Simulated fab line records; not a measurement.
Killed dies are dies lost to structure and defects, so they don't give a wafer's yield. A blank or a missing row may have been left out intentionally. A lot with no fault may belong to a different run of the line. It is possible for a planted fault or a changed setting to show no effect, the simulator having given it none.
Chamber matching + flow nand_harc + rie_diel-05 running NHARC_P_M0_ETCH_34: 4 sister chambers
The step etches the open film in N2/H2, target depth 40 nm, overetch 12 nm, time 43.94 s. 8 wafers are shown with their chamber, then 8 later ones without.

WAFERS, EACH WITH ITS CHAMBER
| wafer  | chamber | showerhead_plenum_p_Torr (Torr) | drypump_motor_current_A (A) |
|--------|---------|---------------------------------|-----------------------------|
| L343.4 | 1       | 2.16                            | 6.2                         |
| L344.2 | 0       | 1.91                            | 6.0                         |
| L351.2 | 0       | 1.90                            | 6.0                         |
| L351.5 | 2       | 2.00                            | 5.9                         |
| L353.1 | 2       | 2.00                            | 5.8                         |
| L353.4 | 3       | 2.10                            | 5.7                         |
| L353.5 | 3       | 2.10                            | 5.7                         |
| L356.3 | 1       | 2.15                            | 6.2                         |

WAFERS WITH NO CHAMBER GIVEN
| wafer  | showerhead_plenum_p_Torr (Torr) | drypump_motor_current_A (A) |
|--------|---------------------------------|-----------------------------|
| L356.4 | 2.09                            | 5.8                         |
| L356.5 | 2.15                            | 6.2                         |
| L357.2 | 2.09                            | 5.7                         |
| L357.3 | 1.90                            | 6.0                         |
| L357.4 | 2.00                            | 5.9                         |
| L360.3 | 2.15                            | 6.2                         |
| L360.4 | 1.99                            | 5.8                         |
| L360.5 | 2.15                            | 6.2                         |

THE CHAMBER EACH PASSED THROUGH
| wafer  | from the rows above | in truth |
|--------|---------------------|----------|
| L356.4 | 3                   | 3        |
| L356.5 | 1                   | 1        |
| L357.2 | 3                   | 3        |
| L357.3 | 0                   | 0        |
| L357.4 | 2                   | 2        |
| L360.3 | 1                   | 1        |
| L360.4 | 2                   | 2        |
| L360.5 | 1                   | 1        |
8 of 8 placed correctly. Not placeable from these rows: 0. 0 placed wrongly.
How it was worked out, from the rows above alone: a wafer's distance from a chamber is the root of the sum, over the readings, of the square of ((its reading less the chamber's mean) divided by the reading's scatter). The wafer belongs to the nearest chamber; if the next one is less than 2 further off, it can't be placed. The mean given for a chamber averages the wafers shown for that chamber. How the scatter is found: for the shown wafers, subtract from each reading the mean of its chamber, square and add these, divide the total by (wafers less chambers), then take the root.
